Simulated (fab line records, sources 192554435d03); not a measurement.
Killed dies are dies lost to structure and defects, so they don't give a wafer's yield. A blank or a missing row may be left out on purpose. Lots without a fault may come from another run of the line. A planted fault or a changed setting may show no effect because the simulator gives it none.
Chamber matching | flow n5_finfet | N5_FIN_CUT_CUT_ETCH_15 on rie_si-06: 4 sister chambers
The step etches Si in HBr/Cl2/O2, target depth 100 nm, bt time 10 s, time 42.4 s. 8 wafers are shown with their chamber, then 7 later ones without.

WAFERS WITH THEIR CHAMBER
wafer  | chamber | drypump_motor_current_A (A) | throttle_valve_pct (%)
L074.6 | 3       | 6.3                         | 36.9
L077.2 | 3       | 6.3                         | 36.8
L079.6 | 0       | 5.2                         | 37.2
L080.1 | 1       | 6.1                         | 37.0
L080.3 | 2       | 6.1                         | 36.3
L080.5 | 0       | 5.2                         | 37.2
L083.1 | 1       | 6.2                         | 37.0
L083.5 | 2       | 6.2                         | 36.3

WAFERS WITHOUT THEIR CHAMBER
wafer  | drypump_motor_current_A (A) | throttle_valve_pct (%)
L083.6 | 6.1                         | 37.0
L085.1 | 6.1                         | 36.3
L085.3 | 5.2                         | 37.2
L085.5 | 6.1                         | 36.3
L090.3 | 6.1                         | 36.3
L090.4 | 6.3                         | 36.8
L090.6 | 6.3                         | 36.8

WHICH CHAMBER EACH WENT THROUGH
wafer  | from the rows above | in truth
L083.6 | 1                   | 1
L085.1 | 2                   | 2
L085.3 | 0                   | 0
L085.5 | 2                   | 2
L090.3 | 2                   | 2
L090.4 | 3                   | 3
L090.6 | 3                   | 3
Placed correctly: 7 of 7. Can't be placed from these rows: 0. Placed wrongly: 0.
How it was worked out, from the rows above alone: a wafer's distance from a chamber is the root of the sum, over the readings, of the square of ((its reading less the chamber's mean) divided by the reading's scatter). The wafer belongs to the nearest chamber; if the next one is less than 2 further off, it can't be placed. A chamber's mean is the mean of its shown wafers. The scatter: the root of (the sum of the squares of (reading less its chamber's mean) over the shown wafers, divided by (wafers less chambers)).
